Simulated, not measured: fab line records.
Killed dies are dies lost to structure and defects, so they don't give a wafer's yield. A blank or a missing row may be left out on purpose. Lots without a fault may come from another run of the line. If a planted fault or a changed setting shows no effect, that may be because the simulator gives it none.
3 desks, one fault / flow n5_finfet / only its own numbers are on each desk; what lay behind them is given at the end

AT THE TOOL OWNER'S DESK: rie_diel-04
The tool's own readings at N5_BEOL_M3_ETCH_70 (etches SOC in N2/H2, target depth 80 nm, overetch 16 nm, time 120 s): means of the sampled wafers that have a number, for each lot that ran on this tool. The brackets show how far a lot's mean lies from the usual mean; more than 4 standard deviations puts the lot out of limits, marked OUT.
Columns: A = chamber_pressure_mTorr at N5_BEOL_M3_ETCH_70, usual 30.00 mTorr; B = drypump_motor_current_A at N5_BEOL_M3_ETCH_70, usual 6.0 A; C = oes_product_au at N5_BEOL_M3_ETCH_70, usual 0.60 a.u.; D = rf_vpp_V at N5_BEOL_M3_ETCH_70, usual 523 V; E = run_length_s at N5_BEOL_M3_ETCH_70, usual 143.3 s; F = showerhead_plenum_p_Torr at N5_BEOL_M3_ETCH_70, usual 2.50 Torr; G = throttle_valve_pct at N5_BEOL_M3_ETCH_70, usual 17.86 %
lot=L935; first seen here=day 7 08:11; A=29.99; B=6.2; C=0.57; D=521; E=143.3; F=2.43; G=17.89
lot=L943; first seen here=day 10 08:06; A=30.00; B=6.0; C=0.63; D=520; E=142.8; F=2.43; G=17.75
lot=L946; first seen here=day 10 16:19; A=30.02; B=6.2; C=0.62; D=521; E=143.3; F=2.42; G=17.76
lot=L951; first seen here=day 11 21:49; A=30.04; B=6.1; C=0.59; D=519; E=139.6 (-8.0) OUT; F=2.40; G=17.83
lot=L954; first seen here=day 13 03:41; A=30.01; B=5.6; C=0.64; D=521; E=139.2 (-8.8) OUT; F=2.45; G=17.59
Finding of this desk: L951, L954 out of limits; the first was L951 at day 11 21:49, on run_length_s at N5_BEOL_M3_ETCH_70. In limits: L935, L943, L946.

AT THE METROLOGY DESK
What the gauges read, lot by lot, whatever tool the lot ran on: means of the sampled wafers that have a number. The brackets show how far a lot's mean lies from the usual mean; more than 4 standard deviations puts the lot out of limits, marked OUT. 7 of its 12 readings are shown, namely those furthest out on some lot.
Columns: A = IOFF_N at N5_BEOL_M4_RC_MEAS_101, usual 0.154 nA/um; B = IOFF_P at N5_BEOL_M4_RC_MEAS_101, usual 0.21 nA/um; C = ION_N at N5_BEOL_M4_RC_MEAS_101, usual 670 uA/um; D = ION_P at N5_BEOL_M4_RC_MEAS_101, usual 461 uA/um; E = SS_P at N5_BEOL_M4_RC_MEAS_101, usual 73.3 mV/dec; F = VT_N at N5_BEOL_M4_RC_MEAS_101, usual 250.4 mV; G = VT_P at N5_BEOL_M4_RC_MEAS_101, usual -250 mV
lot=L935; first seen here=day 7 07:18; A=0.145; B=0.18; C=665; D=456; E=73.5; F=252.1; G=-253
lot=L943; first seen here=day 9 17:18; A=0.202; B=0.28; C=684; D=475; E=74.3; F=245.6; G=-243
lot=L944; first seen here=day 9 19:50; A=0.171; B=0.23; C=679; D=468; E=73.9; F=249.0; G=-248
lot=L946; first seen here=day 10 12:37; A=0.155; B=0.23; C=669; D=466; E=73.5; F=250.4; G=-248
lot=L951; first seen here=day 11 16:07; A=0.165; B=0.21; C=666; D=455; E=73.3; F=247.9; G=-250
lot=L954; first seen here=day 12 13:59; A=0.124; B=0.17; C=662; D=459; E=73.3; F=254.4; G=-254
Finding of this desk: none of the 6 lots has anything out of limits.

THE DEFECT DESK
For each lot, the counts of the inspections along the route, averaged over the sampled wafers that have a number. The brackets show how far a lot's mean lies from the usual mean; more than 4 standard deviations puts the lot out of limits, marked OUT.
Columns: A = raw_defect_count at N5_BEOL_M3_INSPECT_30, usual 435
lot=L935; first seen here=day 7 07:23; A=325
lot=L943; first seen here=day 9 17:23; A=366
lot=L944; first seen here=day 9 20:08; A=417
lot=L946; first seen here=day 10 12:42; A=452
lot=L951; first seen here=day 11 16:13; A=498
lot=L954; first seen here=day 12 14:04; A=498
Finding of this desk: none of the 6 lots has anything out of limits.

ALL TOGETHER
On L951, L954, at day 11 21:49, an alarm was possible from the tool owner's desk.
At the metrology desk, nothing out of limits was observed.
Nothing out of limits was seen by the defect desk.
The metrology desk has L951, L954 on record, within its limits.
The defect desk has L951, L954 on record, within its limits.
Every lot named ran N5_BEOL_M3_ETCH_70 on rie_diel-04.

WHAT HAD BEEN PUT IN BY THE SIMULATOR
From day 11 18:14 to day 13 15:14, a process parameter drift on rie_diel-04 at N5_BEOL_M3_ETCH_70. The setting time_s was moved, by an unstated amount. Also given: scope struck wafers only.
Struck lots among those shown: L951, L954.
Hours from the fault's start to each desk's first reading out of limits: the tool owner's desk, 4.
